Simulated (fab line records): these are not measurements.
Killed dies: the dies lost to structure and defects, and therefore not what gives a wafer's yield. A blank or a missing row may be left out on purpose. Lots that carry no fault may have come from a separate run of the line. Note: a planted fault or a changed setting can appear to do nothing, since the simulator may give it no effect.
Chamber matching -- flow nand-harc -- NHARC_A_WL_FILL_ALD_02 on ald-metal-02: 4 sister chambers
The step deposits TiN, target thk 2 nm, pulse time 3 s, ald cycles 100. 18 wafers are shown with their chamber, then 8 later ones without.

## EACH WAFER AND ITS CHAMBER
wafer,chamber,heater-power-outer-w (W),heater-power-w (W),susceptor-temp-C (C)
L074.1,1,646,1062,450.25
L074.2,2,666,1085,450.12
L074.5,3,640,1042,449.90
L076.2,1,655,1051,450.21
L076.3,3,635,1028,450.00
L076.4,0,691,1033,450.26
L077.1,0,688,1033,450.20
L077.3,2,681,1056,449.72
L082.2,2,663,1073,450.01
L082.4,1,659,1040,450.03
L082.5,2,673,1066,450.05
L084.1,1,660,1059,450.10
L084.4,0,689,1051,449.94
L084.6,1,669,1072,450.30
L085.1,2,675,1061,449.61
L085.2,0,683,1056,449.98
L085.5,2,672,1051,449.93
L092.1,2,696,1062,449.96

SIGNATURES, as means of the wafers listed above
reading,chamber 0,chamber 1,chamber 2,chamber 3,scatter within a chamber
heater-power-outer-w,687.75,657.80,675.14,637.50,8.62
heater-power-w,1043.25,1056.80,1064.86,1035.00,11.6
susceptor-temp-C,450.0950,450.1780,449.9143,449.9500,0.154
Rule: a wafer lies at a distance from a chamber equal to the root of the sum of squares, over the readings, of (its reading less the chamber's mean, divided by the reading's scatter). If the next closest chamber is less than 2 further off than the closest, the wafer can't be placed; otherwise it belongs to the closest. The scatter is the square root of a quotient: the sum, over the shown wafers, of each reading's squared deviation from its chamber's mean, divided by wafers minus chambers.

## WAFERS WHOSE CHAMBER IS MISSING
wafer,heater-power-outer-w (W),heater-power-w (W),susceptor-temp-C (C)
L092.4,641,992,450.06
L092.6,636,992,450.01
L093.4,612,1011,449.68
L093.5,686,1074,449.82
L093.6,670,1080,449.79
L097.3,680,1100,450.22
L097.4,695,1088,450.35
L097.6,640,995,449.96

## CHAMBER TAKEN BY EACH
wafer,from the rows above,in truth
L092.4,3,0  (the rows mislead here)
L092.6,3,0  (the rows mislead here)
L093.4,3,3
L093.5,can't be placed: 2 or 0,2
L093.6,can't be placed: 2 or 1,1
L097.3,can't be placed: 2 or 1 or 0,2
L097.4,can't be placed: 2 or 0 or 1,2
L097.6,3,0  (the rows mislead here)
Placed correctly: 1 of 8. Not placeable from these rows: 4 (in 4, the candidates include the true chamber). Number placed wrongly: 3.
